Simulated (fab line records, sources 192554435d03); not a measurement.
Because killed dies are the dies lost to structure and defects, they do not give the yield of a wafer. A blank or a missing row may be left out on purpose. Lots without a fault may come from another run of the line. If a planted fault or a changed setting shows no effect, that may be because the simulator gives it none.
Split-lot trial	flow n5 finfet	21 wafers read from 7 lots, route of 1938 steps

## ABOUT THE SPLIT
At N5_HKMG_FIN_COAT_42 (time 60 s, resist thk 35 nm), the setting spin rpm was moved away from the recipe's 1500 rpm on 7 of the 21 wafers read, by -5.5% to +10.9%. This setting was run at the recipe's value on the other wafers.

## FROM THE SPLIT TO THE READING: what the file shows between them, 3 steps
- N5_HKMG_FIN_COAT_43: resist thk 90 nm
- N5_HKMG_FIN_EBR_45
- N5_HKMG_FIN_DESCUM_53: chemistry O2, time 7.9 s

## THE READING
CAR-ArF_of_HKMG_FIN_COAT_43.thk nm (the simulator's own value, which no gauge read), in nm, at N5_HKMG_FIN_ETCH_54 (etches SiARC in CF4, target depth 45.5 nm, time 75.8 s). There is no usual value for it anywhere in the file. Here, 14 wafers ran the recipe; their average is 50.7 nm with a standard deviation of 0.29 nm.

wafer	tool, chamber at the split	spin rpm as run, rpm	against the recipe	CAR-ArF_of_HKMG_FIN_COAT_43.thk nm, nm	against lot-mates on the recipe
L075.1	litho track-04, 0	1500	recipe	50.6	-
L075.4	litho track-04, 0	1500	recipe	50.4	-
L075.6	litho track-04, 0	1500	recipe	50.4	-
L076.1	litho track-05, 0	1500	recipe	51	-
L076.4	litho track-05, 0	1664	+10.9%	52.2	+1.3
L076.6	litho track-05, 0	1500	recipe	50.8	-
L077.2	litho track-04, 0	1500	recipe	50.6	-
L077.3	litho track-04, 0	1500	recipe	51	-
L077.4	litho track-04, 0	1500	recipe	51.2	-
L078.1	litho track-01, 0	1661	+10.7%	52.8	+1.6
L078.4	litho track-01, 0	1500	recipe	51.2	-
L078.6	litho track-01, 0	1661	+10.7%	52.8	+1.6
L079.1	litho track-04, 0	1417	-5.5%	49.4	-1.0
L079.3	litho track-04, 0	1500	recipe	50.2	-
L079.4	litho track-04, 0	1500	recipe	50.6	-
L080.1	litho track-05, 0	1500	recipe	50.8	-
L080.4	litho track-05, 0	1424	-5.1%	50	-0.8
L080.6	litho track-05, 0	1500	recipe	50.8	-
L094.4	litho track-05, 0	1500	recipe	50.8	-
L094.5	litho track-05, 0	1585	+5.7%	51.4	+0.6
L094.6	litho track-05, 0	1585	+5.7%	51.2	+0.4

FIT RESULTS
A straight line over all 21 wafers: CAR-ArF_of_HKMG_FIN_COAT_43.thk nm changes by +0.168 nm for each +1% of spin rpm; r = +0.93; the points scatter about the line by 0.32 nm.
The same after taking each lot's own level away (the mean of its wafers on the recipe; 21 wafers): +0.139 nm for each +1%; r = +0.96; scatter 0.18 nm.
The reading moves by 1.5 nm for the largest change in spin rpm, on that fit.
The lots' own levels span 50.40 to 51.20 nm, that is 2.8 times the standard deviation above.
So the lot-to-lot level changes the slope: the two fits differ.
Check: for one of the wafers moved furthest among these (+10.9%), held out of the fit, the line's prediction against its lot-mates is +1.53 nm. It came out at +1.3 nm against them.

## OTHER SPLITS APPLIED TO THESE WAFERS
Before the reading, these wafers also passed through other splits. Each is held against what the fit with the lots' levels taken away leaves over:
other split on the same wafers	wafers away from the commonest value	r with CAR-ArF_of_HKMG_FIN_COAT_43.thk nm (lot level and that fit taken away)
N5_WELL_APT_COAT_19 spin rpm	5	-0.20
N5_PMOS_HMC_CHANNEL_EPI_PEB_07 peb temp c	2	+0.36
N5_DUMMY_GATE_COAT_28 spin rpm	7	-0.36
N5_SD_EPI_N_PEB_07 peb time s	10	-0.11
N5_SD_EPI_N_DESCUM_14 time s	8	-0.28
N5_SDB_EXPOSE_08 dose mj	6	-0.29

## THE WHOLE CHAIN: every reading that the file lists as answering this split, in the file's order
step	what it does	reading	change (the file's fit)	r (the file's)
N5_HKMG_FIN_COAT_42	time 60 s, resist thk 35 nm	SiARC_of_HKMG_FIN_COAT_42.thk nm (the simulator's own value, which no gauge read)	-0.169 nm for each +1% of the setting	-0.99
N5_HKMG_FIN_ETCH_54	etches SiARC in CF4, target depth 45.5 nm, time 75.8 s	etch.depth nm (the simulator's own value, which no gauge read)	-0.164 nm for each +1% of the setting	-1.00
N5_HKMG_FIN_ETCH_54	etches SiARC in CF4, target depth 45.5 nm, time 75.8 s	CAR-ArF_of_HKMG_FIN_COAT_43.thk nm (the simulator's own value, which no gauge read)	+0.136 nm for each +1% of the setting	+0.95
N5_HKMG_FIN_ETCH_55	etches SOC in N2/H2, target depth 240 nm, time 300 s	SiARC_of_HKMG_FIN_COAT_42.thk nm (the simulator's own value, which no gauge read)	-0.152 nm for each +1% of the setting, in a fit together with bias w@HKMG_FIN_ETCH_55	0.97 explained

## THE FILE'S OWN FIT
CAR-ArF_of_HKMG_FIN_COAT_43.thk nm changes by +0.136 nm for each +1% of spin rpm, r = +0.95.
